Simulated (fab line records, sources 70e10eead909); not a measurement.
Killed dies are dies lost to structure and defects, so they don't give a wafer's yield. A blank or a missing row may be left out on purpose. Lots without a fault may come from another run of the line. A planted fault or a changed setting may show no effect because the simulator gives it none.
One fault seen from 2 desks | flow nand_harc | each desk has only its own numbers; what lay behind them comes last

THE TOOL OWNER'S DESK: pecvd-02
The tool's own readings at NHARC_A_CONTACT_DEP_24 (deposits SiO2, target thk 500 nm): means of the sampled wafers that have a number, for each lot that ran on this tool. A lot is out of limits, marked OUT, if its mean lies more than 4 standard deviations from the usual mean; the brackets give that distance.
Columns: A = flow_sccm at NHARC_A_CONTACT_DEP_24, usual 2650 sccm; B = heater_power_w at NHARC_A_CONTACT_DEP_24, usual 556 W; C = mfc_precursor_sccm at NHARC_A_CONTACT_DEP_24, usual 161.4 sccm; D = throttle_valve_pct at NHARC_A_CONTACT_DEP_24, usual 15.8 %
lot  | first seen here | A    | B   | C               | D
L827 | day 17 04:05    | 2636 | 536 | 161.8           | 15.5
L829 | day 17 21:24    | 2656 | 571 | 161.5           | 16.1
L832 | day 18 09:48    | 2651 | 555 | 161.5           | 16.0
L833 | day 18 13:58    | 2645 | 587 | 150.5 (-22) OUT | 15.9
This desk's finding: out of limits on L833; first on L833, day 18 13:58 (mfc_precursor_sccm at NHARC_A_CONTACT_DEP_24). In limits: L827, L829, L832.

THE METROLOGY DESK
What the gauges read, lot by lot, whatever tool the lot ran on: means of the sampled wafers that have a number. A lot is out of limits, marked OUT, if its mean lies more than 4 standard deviations from the usual mean; the brackets give that distance.
Columns: A = cd_nm at NHARC_A_CONTACT_CD_MEAS_42, usual 200.2 nm
lot  | first seen here | A
L827 | day 17 07:34    | 200.5
L828 | day 17 11:52    | 199.6
L829 | day 18 00:55    | 200.9
L831 | day 18 13:01    | 199.9
L832 | day 18 14:28    | 199.4
L833 | day 18 17:13    | 200.4
L837 | day 19 07:04    | 200.7
L838 | day 20 19:47    | 199.4
L845 | day 21 16:30    | 200.6
L844 | day 21 21:53    | 200.5
L846 | day 22 07:56    | 201.1
This desk's finding: nothing out of limits on any of the 11 lots.

PUT TOGETHER
The tool owner's desk could have raised an alarm at day 18 13:58, on L833.
The metrology desk saw nothing out of limits.
The metrology desk has L833 on record, within its limits.
Of the lots named, all ran NHARC_A_CONTACT_DEP_24 on pecvd-02.

WHAT THE SIMULATOR HAD PUT IN
Process parameter drift: pecvd-02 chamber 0, from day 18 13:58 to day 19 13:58, at NHARC_A_CONTACT_DEP_24. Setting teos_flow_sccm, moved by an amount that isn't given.
Lots struck among those shown: L833.
Hours from the fault's start to each desk's first reading out of limits: the tool owner's desk, 0.
